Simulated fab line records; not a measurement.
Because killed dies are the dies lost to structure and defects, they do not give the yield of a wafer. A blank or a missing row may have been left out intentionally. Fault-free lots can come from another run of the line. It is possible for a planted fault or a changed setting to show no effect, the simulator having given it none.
3 desks, one fault | flow n5-finfet | numbers are kept per desk, each desk with only its own; the story behind them comes last
Where a reading is given only as a bound, like >300, the bound stands for it, and a mean or a difference that rests on one is marked > or <: the true number lies beyond.

THE METROLOGY DESK
Lot by lot, what the gauges showed, no matter which tool ran the lot: averages of those sampled wafers that carry a number. If a lot's mean is further than 4 standard deviations from the usual mean, the lot is out of limits and carries the mark OUT (the distance appears in the brackets).
Columns: A = cd-nm at N5_BEOL_M14_CD_MEAS_10, usual 248.9 nm
lot  | first seen here | A
L934 | day 13 04:23    | 250.3
L937 | day 13 10:27    | 249.6
L936 | day 13 11:16    | 249.2
L939 | day 13 20:20    | 248.6
L940 | day 14 04:48    | 247.8
L943 | day 14 22:43    | 248.0
L944 | day 14 23:31    | 249.7
L948 | day 15 19:13    | 249.2
L950 | day 17 00:58    | 248.7
L953 | day 17 16:06    | 250.8
Result from this desk: across the 10 lots, nothing is out of limits.

THE DEFECT DESK
Counts from the inspections along the route, per lot, as means over the sampled wafers that have a number. If a lot's mean is further than 4 standard deviations from the usual mean, the lot is out of limits and carries the mark OUT (the distance appears in the brackets).
Columns: A = raw-defect-count at N5_BEOL_M14_INSPECT_12, usual 2.0; B = raw-defect-count at N5_BEOL_M14_INSPECT_30, usual 2.1
lot  | first seen here | A   | B
L934 | day 13 04:26    | 1.7 | 2.3
L937 | day 13 10:30    | 2.0 | 1.7
L936 | day 13 11:19    | 2.7 | 2.0
L939 | day 13 20:23    | 0.7 | 1.3
L940 | day 14 04:52    | 2.0 | 1.7
L943 | day 14 22:46    | 1.3 | 2.7
L944 | day 14 23:35    | 3.0 | >300 (+99 or more) OUT
L948 | day 15 19:16    | 2.0 | >300 (+99 or more) OUT
L950 | day 17 01:01    | 1.3 | 1.7
L953 | day 17 16:09    | 1.7 | 5.3
This desk's finding: out of limits on L944, L948; first on L944, day 15 00:27 (raw-defect-count at N5_BEOL_M14_INSPECT_30). L934, L937, L936, L939, L940, L943, L950, L953: within limits.

TOOL OWNER'S DESK, rie-diel-01
The tool's own readings at N5_BEOL_M14_STRIP_64 (strips in O2): means of the sampled wafers that have a number, for each lot that ran on this tool. If a lot's mean is further than 4 standard deviations from the usual mean, the lot is out of limits and carries the mark OUT (the distance appears in the brackets).
Columns: A = drypump-motor-current-A at N5_BEOL_M14_STRIP_64, usual 5.7 A; B = oes-product-au at N5_BEOL_M14_STRIP_64, usual 0.78 a.u.; C = rf-vpp-V at N5_BEOL_M14_STRIP_64, usual 3.7 V; D = showerhead-plenum-p-Torr at N5_BEOL_M14_STRIP_64, usual 2.09 Torr; E = throttle-valve-pct at N5_BEOL_M14_STRIP_64, usual 16.73 %
lot  | first seen here | A   | B    | C   | D    | E
L934 | day 13 04:00    | 5.7 | 0.78 | 3.6 | 2.13 | 16.56
L937 | day 13 10:00    | 5.9 | 0.79 | 3.7 | 2.11 | 16.39
L936 | day 13 11:00    | 5.8 | 0.78 | 4.0 | 2.08 | 16.41
L939 | day 13 20:00    | 5.3 | 0.78 | 4.3 | 2.10 | 16.73
L943 | day 14 23:00    | 5.4 | 0.77 | 3.9 | 2.12 | 16.74
L944 | day 14 23:00    | 5.7 | 0.77 | 4.0 | 2.06 | 16.52
L948 | day 15 19:00    | 5.6 | 0.75 | 3.5 | 2.08 | 16.61
Result from this desk: across the 7 lots, nothing is out of limits.

ALL TOGETHER
The defect desk could have raised an alarm at day 15 00:27, on L944, L948.
Nothing out of limits was seen by the metrology desk.
Nothing out of limits was seen by the tool owner's desk.
The metrology desk has L944, L948 on record, within its limits.
On record at the tool owner's desk: L944, L948, within its limits.
Of the lots named, all ran N5_BEOL_M14_STRIP_64 on rie-diel-01.

WHAT HAD BEEN PUT IN BY THE SIMULATOR
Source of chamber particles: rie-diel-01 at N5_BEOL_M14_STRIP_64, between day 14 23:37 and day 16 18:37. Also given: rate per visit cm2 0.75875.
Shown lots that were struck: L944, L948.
Hours from the fault's start to each desk's first reading out of limits: the defect desk, 1.
